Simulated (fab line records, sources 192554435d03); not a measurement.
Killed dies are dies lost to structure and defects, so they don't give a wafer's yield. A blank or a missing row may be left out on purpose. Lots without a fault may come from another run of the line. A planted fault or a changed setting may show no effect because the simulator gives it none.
Chamber matching | flow n5_finfet | N5_DUMMY_GATE_ETCH_23 on rie_si-02: 4 sister chambers
The step etches poly-Si in HBr/Cl2/O2, target depth 41 nm, time 22.3 s. 22 wafers are shown with their chamber, then 11 later ones without.

WAFERS WITH THEIR CHAMBER
wafer  | chamber | drypump_motor_current_A (A) | throttle_valve_pct (%) | oes_product_au (a.u.)
L074.3 | 0       | 6.0                         | 37.0                   | 1.033
L074.4 | 2       | 5.2                         | 37.0                   | 0.976
L074.5 | 2       | 5.2                         | 37.0                   | 0.972
L077.4 | 1       | 6.2                         | 36.5                   | 0.993
L077.5 | 2       | 5.2                         | 37.0                   | 0.971
L077.6 | 1       | 6.2                         | 36.5                   | 0.972
L080.2 | 3       | 6.1                         | 37.2                   | 1.022
L080.4 | 1       | 6.2                         | 36.5                   | 0.981
L080.5 | 1       | 6.2                         | 36.5                   | 0.991
L084.2 | 1       | 6.2                         | 36.5                   | 0.998
L084.4 | 3       | 6.1                         | 37.2                   | 1.026
L084.6 | 1       | 6.2                         | 36.5                   | 0.984
L086.1 | 0       | 6.0                         | 37.0                   | 1.035
L086.4 | 2       | 5.2                         | 37.0                   | 0.971
L086.6 | 0       | 6.0                         | 37.0                   | 1.034
L089.4 | 0       | 6.0                         | 37.0                   | 1.044
L089.5 | 3       | 6.1                         | 37.1                   | 1.030
L089.6 | 0       | 6.0                         | 37.0                   | 1.043
L090.1 | 3       | 6.1                         | 37.2                   | 1.016
L090.2 | 1       | 6.2                         | 36.5                   | 0.989
L090.3 | 2       | 5.2                         | 37.0                   | 0.978
L092.1 | 1       | 6.1                         | 36.5                   | 0.987

SIGNATURES (means of the wafers above)
reading                 | chamber 0 | chamber 1 | chamber 2 | chamber 3 | scatter within a chamber
drypump_motor_current_A | 6.000     | 6.188     | 5.200     | 6.100     | 0.022
throttle_valve_pct      | 37.000    | 36.500    | 37.000    | 37.175    | 0.0204
oes_product_au          | 1.03780   | 0.98687   | 0.97360   | 1.02350   | 0.00626
Rule: a wafer's distance from a chamber is the root of the sum, over the readings, of the square of ((its reading less the chamber's mean) divided by the reading's scatter). The wafer belongs to the nearest chamber; if the next one is less than 2 further off, it can't be placed. The scatter: the root of (the sum of the squares of (reading less its chamber's mean) over the shown wafers, divided by (wafers less chambers)).

WAFERS WITHOUT THEIR CHAMBER
wafer  | drypump_motor_current_A (A) | throttle_valve_pct (%) | oes_product_au (a.u.)
L092.4 | 6.1                         | 37.2                   | 1.023
L092.5 | 6.1                         | 36.5                   | 0.990
L095.2 | 6.1                         | 37.2                   | 1.029
L095.4 | 6.1                         | 36.5                   | 0.993
L095.5 | 6.1                         | 37.1                   | 1.034
L097.1 | 6.1                         | 37.2                   | 1.024
L097.2 | 6.0                         | 37.0                   | 1.040
L097.3 | 5.2                         | 37.0                   | 0.987
L097.4 | 6.2                         | 36.5                   | 1.002
L097.5 | 6.0                         | 37.0                   | 1.038
L097.6 | 6.1                         | 37.1                   | 1.030

WHICH CHAMBER EACH WENT THROUGH
wafer  | from the rows above | in truth
L092.4 | 3                   | 3
L092.5 | 1                   | 1
L095.2 | 3                   | 3
L095.4 | 1                   | 1
L095.5 | 3                   | 3
L097.1 | 3                   | 3
L097.2 | 0                   | 0
L097.3 | 2                   | 2
L097.4 | 1                   | 1
L097.5 | 0                   | 0
L097.6 | 3                   | 3
Placed correctly: 11 of 11. Can't be placed from these rows: 0. Placed wrongly: 0.
